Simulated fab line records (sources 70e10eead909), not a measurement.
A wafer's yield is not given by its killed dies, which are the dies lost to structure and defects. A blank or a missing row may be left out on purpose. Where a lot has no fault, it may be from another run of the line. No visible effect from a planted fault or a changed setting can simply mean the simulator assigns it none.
Comparing a struck lot with a sound one :: flow nand_harc :: 15 out of 1302 route steps
Sound: wafers L153.1, L153.3, L153.4. Wafers L165.1, L165.2, L165.6 were the ones struck. The cause is given at the end.
Each step with rows lists, per side, the tool, then ch with its chambers, then its first start. Under that, the readings that differ: sound wafers :: struck wafers :: difference of the means :: sigmas: that difference in standard deviations of wafers without a fault.
alike: readings whose means differ by less than 2 such deviations, and words and numbers that are the same on both sides. not compared: withheld readings, readings that some wafer has no value for, bounds like >300 that may hide the same value, and numbers for which the record gives no deviation and whose values overlap.
The two part at a step that has a row with sigmas, a row that says differs or no value, or rows on one side only. Numbers that have no deviation but don't overlap get no sigmas and don't part them. A reading that every wafer of one side lacks parts them only if that side has two wafers or more.

first, 2 steps without rows for these wafers: NHARC_A_DECK1_JOINT_ANNEAL_28 (time 1800 s); NHARC_A_DECK1_JOINT_ANNEAL_29 (time 1800 s).
NHARC_A_DECK1_JOINT_CMP_02: polishes SiOx.
  sound on cmp-02 ch 0,1,3, day 14 10:00; struck on cmp-01 ch 0,1,3, day 19 09:25
  alike: motor_current_A
then, 1 step without rows for these wafers: NHARC_A_DECK1_JOINT_SRD_15.
NHARC_A_DECK1_JOINT_DEP_16: deposits SiO2, target thk 45 nm.
  sound on pecvd-02 ch 0,1, day 14 10:24; struck on pecvd-01 ch 0,1, day 19 09:49
  alike: heater_power_outer_w, heater_power_w, throttle_valve_pct
  not compared: since_wet_clean_h
NHARC_A_DECK1_JOINT_THK_MEAS_17: measures by ellipsometry.
  sound on film_metro-02 at day 14 10:41; struck on film_metro-02 at day 19 10:11
  alike: thk_nm
NHARC_A_DECK1_JOINT_INSPECT_05:
  sound on defect_inspect-02 at day 14 10:43; struck on defect_inspect-02 at day 19 10:13
  alike: raw_defect_count
after that, 1 step with no rows for these wafers: NHARC_A_ONON_D2_DEP_00 (target thk 1000 nm).
NHARC_A_ONON_D2_THK_MEAS_02: measures by ellipsometry.
  sound on film_metro-01 at day 14 11:18; struck on film_metro-02 at day 19 10:47
  alike: thk_nm
after that, 1 step with no rows for these wafers: NHARC_A_ONON_D2_DEP_03 (target thk 1000 nm).
NHARC_A_ONON_D2_THK_MEAS_05: measures by ellipsometry.
  sound on film_metro-02 at day 14 11:52; struck on film_metro-01 at day 19 11:21
  alike: thk_nm
NHARC_A_ONON_D2_DEP_06: target thk 1000 nm.
  sound on pecvd_onon-01 ch 0, day 14 11:55; struck on pecvd_onon-01 ch 0, day 19 11:25
  alike: sih4_flow_sccm
NHARC_A_ONON_D2_THK_MEAS_08: measures by ellipsometry.
  sound on film_metro-01 at day 14 12:26; struck on film_metro-01 at day 19 11:55
reading: thk_nm (nm)
sound: 994 992 993
struck: 565 567 566
difference: -427
sigmas: -48
after that, 1 step with no rows for these wafers: NHARC_A_ONON_D2_DEP_09 (target thk 1000 nm).
-- break in the record here, with 12 days between the starts of the struck wafers on either side (left off in module A_ONON_D2, picked up again in module END, where the first step shown is number 1302 on the route) --
NHARC_END_SORT_01:
  here the record holds rows for the struck wafers (prober-01 ch 0, day 31 04:07) but none for the sound ones

WHERE THEY PART
At NHARC_A_ONON_D2_THK_MEAS_08 first; at NHARC_END_SORT_01 last (within this record only).

WHY: the cause the simulator had injected
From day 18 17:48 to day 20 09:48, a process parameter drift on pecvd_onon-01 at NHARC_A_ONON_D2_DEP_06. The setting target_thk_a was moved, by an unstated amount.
